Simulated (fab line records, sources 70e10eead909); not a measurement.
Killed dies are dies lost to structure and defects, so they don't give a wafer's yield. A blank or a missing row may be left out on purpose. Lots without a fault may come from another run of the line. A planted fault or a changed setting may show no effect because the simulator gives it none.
Chamber matching | flow nand_harc | NHARC_A_STAIRCASE_DESCUM_270 on rie_diel-02: 4 sister chambers
The step chemistry O2, time 3 s. 14 wafers are shown with their chamber, then 6 later ones without.

WAFERS WITH THEIR CHAMBER
wafer  | chamber | drypump_motor_current_A (A) | showerhead_plenum_p_Torr (Torr) | oes_product_au (a.u.)
L074.2 | 0       | 5.6                         | 1.78                            | 0.994
L074.3 | 1       | 6.0                         | 1.81                            | 1.002
L074.4 | 2       | 4.8                         | 1.87                            | 0.983
L078.2 | 2       | 4.8                         | 1.87                            | 0.993
L078.4 | 3       | 6.0                         | 1.82                            | 1.005
L078.5 | 3       | 6.0                         | 1.82                            | 1.012
L080.3 | 3       | 6.0                         | 1.82                            | 1.009
L080.4 | 0       | 5.5                         | 1.77                            | 1.006
L080.6 | 3       | 6.0                         | 1.82                            | 1.002
L086.1 | 3       | 6.0                         | 1.81                            | 1.009
L086.2 | 1       | 6.1                         | 1.80                            | 1.000
L086.5 | 3       | 6.0                         | 1.81                            | 1.011
L088.1 | 3       | 6.0                         | 1.81                            | 1.011
L088.4 | 0       | 5.5                         | 1.76                            | 1.003

SIGNATURES (means of the wafers above)
reading                  | chamber 0 | chamber 1 | chamber 2 | chamber 3 | scatter within a chamber
drypump_motor_current_A  | 5.533     | 6.050     | 4.800     | 6.000     | 0.0342
showerhead_plenum_p_Torr | 1.7700    | 1.8050    | 1.8700    | 1.8157    | 0.00649
oes_product_au           | 1.00100   | 1.00100   | 0.98800   | 1.00843   | 0.00458
Rule: a wafer's distance from a chamber is the root of the sum, over the readings, of the square of ((its reading less the chamber's mean) divided by the reading's scatter). The wafer belongs to the nearest chamber; if the next one is less than 2 further off, it can't be placed. The scatter: the root of (the sum of the squares of (reading less its chamber's mean) over the shown wafers, divided by (wafers less chambers)).

WAFERS WITHOUT THEIR CHAMBER
wafer  | drypump_motor_current_A (A) | showerhead_plenum_p_Torr (Torr) | oes_product_au (a.u.)
L090.1 | 6.0                         | 1.79                            | 1.002
L090.3 | 4.8                         | 1.86                            | 0.999
L090.4 | 5.6                         | 1.76                            | 1.010
L092.1 | 5.6                         | 1.76                            | 1.003
L092.2 | 4.8                         | 1.86                            | 0.996
L092.4 | 6.0                         | 1.79                            | 0.984

WHICH CHAMBER EACH WENT THROUGH
wafer  | from the rows above     | in truth
L090.1 | can't be placed: 1 or 3 | 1
L090.3 | 2                       | 2
L090.4 | 0                       | 0
L092.1 | 0                       | 0
L092.2 | 2                       | 2
L092.4 | 1                       | 1
Placed correctly: 5 of 6. Can't be placed from these rows: 1 (the true chamber is among the candidates in 1). Placed wrongly: 0.
